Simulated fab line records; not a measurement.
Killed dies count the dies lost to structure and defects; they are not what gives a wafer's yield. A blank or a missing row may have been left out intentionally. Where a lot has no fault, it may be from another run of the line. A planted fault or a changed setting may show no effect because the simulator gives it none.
Matching of chambers | flow nand-harc | NHARC_P_M1_STRIP_18 on rie-diel-11 has 4 sister chambers
The step strips in N2/H2. 24 wafers are shown with their chamber, then 12 later ones without.

== WAFERS WITH THEIR CHAMBER ==
wafer  | chamber | showerhead-plenum-p-Torr (Torr) | rf-vpp-V (V) | throttle-valve-pct (%)
L075.1 | 0       | 2.12                            | 92.0         | 14.188
L075.2 | 1       | 2.13                            | 90.9         | 14.172
L075.4 | 3       | 2.02                            | 91.6         | 14.162
L079.1 | 3       | 2.02                            | 89.1         | 14.174
L079.2 | 1       | 2.13                            | 90.9         | 14.173
L079.6 | 1       | 2.13                            | 90.7         | 14.164
L082.1 | 1       | 2.12                            | 90.7         | 14.165
L082.2 | 3       | 2.02                            | 90.6         | 14.170
L082.3 | 0       | 2.12                            | 90.9         | 14.156
L083.1 | 0       | 2.12                            | 92.1         | 14.172
L083.5 | 0       | 2.12                            | 91.8         | 14.173
L083.6 | 3       | 2.02                            | 90.1         | 14.169
L084.3 | 3       | 2.02                            | 91.1         | 14.167
L084.4 | 2       | 1.92                            | 89.4         | 14.182
L084.6 | 0       | 2.12                            | 92.1         | 14.176
L088.1 | 2       | 1.92                            | 89.9         | 14.170
L088.5 | 2       | 1.92                            | 90.0         | 14.168
L088.6 | 1       | 2.12                            | 91.4         | 14.180
L090.2 | 2       | 1.92                            | 89.6         | 14.182
L090.4 | 1       | 2.12                            | 91.4         | 14.163
L090.6 | 3       | 2.02                            | 91.9         | 14.187
L091.1 | 3       | 2.02                            | 90.8         | 14.180
L091.2 | 1       | 2.12                            | 91.8         | 14.157
L091.4 | 0       | 2.12                            | 91.8         | 14.168

SIGNATURES, as means of the wafers listed above
reading                  | chamber 0 | chamber 1 | chamber 2 | chamber 3 | scatter within a chamber
showerhead-plenum-p-Torr | 2.1200    | 2.1243    | 1.9200    | 2.0200    | 0.00293
rf-vpp-V                 | 91.783    | 91.114    | 89.725    | 90.743    | 0.619
throttle-valve-pct       | 14.17217  | 14.16771  | 14.17550  | 14.17271  | 0.00866
Rule: for each reading, subtract the chamber's mean from the wafer's reading, divide by that reading's scatter and square the result; add these up over the readings and take the root, which gives the wafer's distance from the chamber. If the next closest chamber is less than 2 further off than the closest, the wafer can't be placed; otherwise it belongs to the closest. How the scatter is found: for the shown wafers, subtract from each reading the mean of its chamber, square and add these, divide the total by (wafers less chambers), then take the root.

== WAFERS WITH NO CHAMBER GIVEN ==
wafer  | showerhead-plenum-p-Torr (Torr) | rf-vpp-V (V) | throttle-valve-pct (%)
L092.3 | 1.92                            | 89.0         | 14.180
L092.4 | 2.12                            | 91.4         | 14.158
L092.5 | 2.12                            | 90.4         | 14.171
L093.2 | 2.02                            | 90.5         | 14.165
L093.3 | 1.92                            | 90.6         | 14.162
L093.5 | 2.12                            | 93.0         | 14.174
L096.1 | 2.02                            | 89.8         | 14.169
L096.2 | 1.92                            | 90.4         | 14.163
L096.5 | 2.12                            | 90.8         | 14.183
L097.2 | 2.02                            | 89.6         | 14.172
L097.4 | 2.12                            | 92.9         | 14.175
L097.6 | 2.02                            | 90.8         | 14.174

== EACH ONE'S CHAMBER ==
wafer  | from the rows above     | in truth
L092.3 | 2                       | 2
L092.4 | can't be placed: 0 or 1 | 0
L092.5 | can't be placed: 1 or 0 | 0
L093.2 | 3                       | 3
L093.3 | 2                       | 2
L093.5 | can't be placed: 0 or 1 | 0
L096.1 | 3                       | 3
L096.2 | 2                       | 2
L096.5 | can't be placed: 0 or 1 | 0
L097.2 | 3                       | 3
L097.4 | can't be placed: 0 or 1 | 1
L097.6 | 3                       | 3
Correct placement for 7 of the 12. Unplaceable from these rows: 5, with the true chamber sitting among the candidates in 5. Number placed wrongly: 0.
